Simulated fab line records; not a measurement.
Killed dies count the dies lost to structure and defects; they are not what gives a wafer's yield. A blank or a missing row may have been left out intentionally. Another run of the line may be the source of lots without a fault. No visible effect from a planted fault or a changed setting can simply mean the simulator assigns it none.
What tool caused it? :: flow n5-finfet :: 24 lots, 72 wafers sampled, at 1 step of a route of 1938

WHAT EACH GAUGE READ, for each wafer
N5_BEOL_M11_OCD_MEAS_38.
lot: L075
measured: day 10 14:34
on: ocd-01
trench-depth-nm (nm): 147.1 145.2 145.6

lot: L074
measured: day 10 15:05
on: ocd-02
trench-depth-nm (nm): 143.7 144.1 144.5

lot: L076
measured: day 11 02:05
on: ocd-02
trench-depth-nm (nm): 147.5 145.6 145.1

lot: L078
measured: day 11 05:43
on: ocd-02
trench-depth-nm (nm): 147.8 145.5 147.5

lot: L077
measured: day 11 08:04
on: ocd-02
trench-depth-nm (nm): 151.4 148.0 151.6

lot: L080
measured: day 11 11:09
on: ocd-01
trench-depth-nm (nm): 144.4 141.6 144.3

lot: L079
measured: day 11 14:23
on: ocd-02
trench-depth-nm (nm): 148.2 148.1 147.1

lot: L081
measured: day 11 16:12
on: ocd-01
trench-depth-nm (nm): 145.1 149.9 152.3

lot: L083
measured: day 12 10:51
on: ocd-02
trench-depth-nm (nm): 147.2 146.0 147.7

lot: L082
measured: day 12 11:01
on: ocd-02
trench-depth-nm (nm): 150.8 149.7 150.2

lot: L084
measured: day 12 13:02
on: ocd-02
trench-depth-nm (nm): 146.8 149.6 147.6

lot: L085
measured: day 12 16:23
on: ocd-02
trench-depth-nm (nm): 145.9 145.1 145.6

lot: L086
measured: day 12 19:17
on: ocd-02
trench-depth-nm (nm): 146.9 144.3 149.4

lot: L089
measured: day 13 14:33
on: ocd-02
trench-depth-nm (nm): 150.3 144.6 145.9

lot: L087
measured: day 13 17:43
on: ocd-01
trench-depth-nm (nm): 144.9 146.1 146.8

lot: L088
measured: day 14 01:03
on: ocd-02
trench-depth-nm (nm): 153.2 152.5 150.0

lot: L090
measured: day 14 10:46
on: ocd-01
trench-depth-nm (nm): 145.0 146.2 146.1

lot: L091
measured: day 14 10:52
on: ocd-01
trench-depth-nm (nm): 146.7 144.5 144.2

lot: L093
measured: day 14 22:11
on: ocd-02
trench-depth-nm (nm): 145.0 143.4 146.5

lot: L092
measured: day 15 01:04
on: ocd-01
trench-depth-nm (nm): 151.9 151.6 147.3

lot: L095
measured: day 15 06:38
on: ocd-01
trench-depth-nm (nm): 144.4 141.7 142.8

lot: L094
measured: day 15 10:35
on: ocd-01
trench-depth-nm (nm): 146.8 145.5 144.3

lot: L096
measured: day 15 16:17
on: ocd-02
trench-depth-nm (nm): 147.5 145.3 147.0

lot: L097
measured: day 16 08:31
on: ocd-02
trench-depth-nm (nm): 147.4 144.9 145.4

WHAT TOOL EACH LOT RAN ON (gives the tool, then ch and the chambers of the sampled wafers, and finally the start)
The record shows no process step preceding these readings.

AS READ BY THE TOOLS THEMSELVES (means over the sampled wafers that have a number; for cases with no such wafer, the mark the record gives instead)
The record holds no such reading with a usual standard deviation.

THE ANSWER, worked out from the rows above alone
Rule: the usual values come from the lots themselves. The widest of any qualifying gaps counts: lots, ordered by their means at a reading, are off when they make up no more than a third of the lots, leave a main group of 4 or more, and stand apart from it by 3 or more times the standard deviation of that group's means. Not used: any main group whose means are identical at the precision the tables above print for the reading. Also off: a lot with no number at a reading for which 4 or more lots have one. Where the step has rows for the other lots, those lots are counted as sound. The gauges are gone through in route order, then the tools' own readings, and for those a lot's mean is taken as printed above. At the first step where some lot is off, the reading lying furthest off is the one used; lots without a number count as furthest.
Across all readings shown, no lot is off: no conclusion can be drawn from this.

WHAT HAD BEEN PUT IN BY THE SIMULATOR
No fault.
